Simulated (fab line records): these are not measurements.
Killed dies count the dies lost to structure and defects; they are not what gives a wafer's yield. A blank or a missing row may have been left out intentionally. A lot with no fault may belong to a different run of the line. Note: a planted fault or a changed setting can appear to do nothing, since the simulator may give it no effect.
A struck lot beside a sound one :: flow n5 finfet :: 36 steps out of a route of 1938
Sound: wafers L135.2, L135.4, L135.5. Struck: wafer L151.2. (L151.3, L151.5 of the same lot were not struck and are left out.) The cause comes at the end.
For every step that has rows: the tool of each side, followed by ch and its chambers, followed by its first start. Under that, the readings that differ: sound wafers :: struck wafers :: difference of the means :: sigmas: that difference in standard deviations of wafers without a fault.
alike: readings whose means differ by less than 2 such deviations, and words and numbers that are the same on both sides. not compared: withheld readings, readings that some wafer has no value for, bounds like >300 that may hide the same value, and numbers for which the record gives no deviation and whose values overlap.
A row with sigmas, a row that says differs or no value, or rows on one side alone: a step with any of these is where the two part. Non-overlapping numbers with no deviation appear without sigmas and do not part them. Lack of a reading on every wafer of one side parts them only where that side has two or more wafers.

first, 9 steps without rows for these wafers: N5_WELL_APT_DESCUM_30 (chemistry O2, time 7.9 s); N5_WELL_APT_IMPLANT_31; N5_WELL_APT_IMPLANT_32; N5_WELL_APT_STRIP_33 (strips in SPM, time 900 s); N5_WELL_APT_RTA_34 (time 10 s); N5_WELL_APT_OXIDE_STRIP_42 (strips SiO2 in dHF, time 45 s, target depth 12 nm); N5_WELL_APT_PRECLEAN_36 (cleans in O3/DIW, time 45 s); N5_WELL_APT_PRECLEAN_39 (cleans in dHF, time 60 s); N5_WELL_APT_SRD_37 (time 30 s).
N5_WELL_APT_EPI_41: deposits Si from SiH4/H2, target thk 50 nm, time 297.7 s.
  sound on epi rpcvd-03 ch 0, day 2 16:40; struck on epi rpcvd-03 ch 0, day 6 16:02
reading: model.Si_of_WELL_APT_EPI_41.thk nm (nm)
sound: 50.6 49.87 50.26
struck: 55.75
difference: +5.51
sigmas: 
  alike: throttle valve pct
then, 24 steps without rows for these wafers: N5_PMOS_HMC_CHANNEL_EPI_HM_DEP_34 (deposits SiO2 from TEOS/O2, target thk 36 nm, time 6.9 s); N5_PMOS_HMC_CHANNEL_EPI_COAT_31 (time 60 s, resist thk 66 nm); N5_PMOS_HMC_CHANNEL_EPI_COAT_03 (resist thk 205 nm); N5_PMOS_HMC_CHANNEL_EPI_EBR_05; N5_PMOS_HMC_CHANNEL_EPI_SOFTBAKE_04 (time 60 s); N5_PMOS_HMC_CHANNEL_EPI_EXPOSE_06 (exposes mask PMOS HMC BLK, target cd 240 nm); N5_PMOS_HMC_CHANNEL_EPI_PEB_07 (peb time 60 s); N5_PMOS_HMC_CHANNEL_EPI_DEVELOP_08 (develop time 30 s); N5_PMOS_HMC_CHANNEL_EPI_DESCUM_14 (chemistry O2, time 7.9 s); N5_PMOS_HMC_CHANNEL_EPI_ETCH_32 (etches BARC in N2/H2, stops on SiO2, target depth 85.8 nm, time 50.3 s); N5_PMOS_HMC_CHANNEL_EPI_HM_OPEN_15 (chemistry CHF3/O2, target SiO2, target depth 40.6 nm, time 20.3 s); N5_PMOS_HMC_CHANNEL_EPI_STRIP_33 (strips in N2/H2); N5_PMOS_HMC_CHANNEL_EPI_STRIP_17 (strips in SPM, time 750 s); N5_PMOS_HMC_CHANNEL_EPI_ETCH_38 (etches SiO2 in CF4, target depth 1.5 nm); N5_PMOS_HMC_CHANNEL_EPI_FIN_RECESS_16 (chemistry HBr/Cl2, target Si, target depth 54 nm, time 18 s); N5_PMOS_HMC_CHANNEL_EPI_PRECLEAN_36 (cleans in O3/DIW, time 45 s); N5_PMOS_HMC_CHANNEL_EPI_PRECLEAN_18 (cleans in DHF, time 30 s); N5_PMOS_HMC_CHANNEL_EPI_SRD_19 (time 30 s); N5_PMOS_HMC_CHANNEL_EPI_EPI_20 (deposits SiGe30, target thk 59 nm); N5_PMOS_HMC_CHANNEL_EPI_HM_STRIP_35 (strips SiO2 in dHF, material SiO2, target depth 39.6 nm, time 216 s); N5_PMOS_HMC_CHANNEL_EPI_SRD_39 (time 30 s); N5_PMOS_HMC_CHANNEL_EPI_CMP_21 (polishes SiGe30, target thk 54 nm); N5_PMOS_HMC_CHANNEL_EPI_PRECLEAN_40 (cleans in DHF, time 30 s); N5_PMOS_HMC_CHANNEL_EPI_PRECLEAN_37 (cleans in O3/DIW, time 45 s).
N5_SD_EPI_N_STRIP_18: strips in SPM, time 750 s.
  sound on wet bench-06 ch 1,2,3, day 4 02:58; struck on wet bench-03 ch 0, day 8 01:46
reading: model.Si_of_WELL_APT_EPI_41.thk nm (nm)
sound: 8.8 8.6 8.6
struck: 14
difference: +5
sigmas: 
-- the record jumps here: 5 days lie between the struck wafers' starts before and after (it left off in module SD_EPI_N and takes up again in module BEOL_M4, whose first step shown is number 1111 of the route) --
N5_BEOL_M4_RC_MEAS_101:
  sound on prober-01 ch 0, day 9 08:32; struck on prober-02 ch 0, day 13 05:34
reading: CJ_N
sound: 4.30 4.28 4.34
struck: 3.65
difference: -0.66
sigmas: -5

reading: RS_PWELL (ohm/sq)
sound: 3024 2997 3025
struck: 2912
difference: -103
sigmas: -4
  alike: DIBL_N, DIBL_P, IOFF_N, IOFF_P, ION_N, ION_P, SS_N, SS_P, VT_N, VT_P

## WHERE THEY PART
Only at N5_BEOL_M4_RC_MEAS_101, as far as this record shows.

WHY: what the simulator had put in
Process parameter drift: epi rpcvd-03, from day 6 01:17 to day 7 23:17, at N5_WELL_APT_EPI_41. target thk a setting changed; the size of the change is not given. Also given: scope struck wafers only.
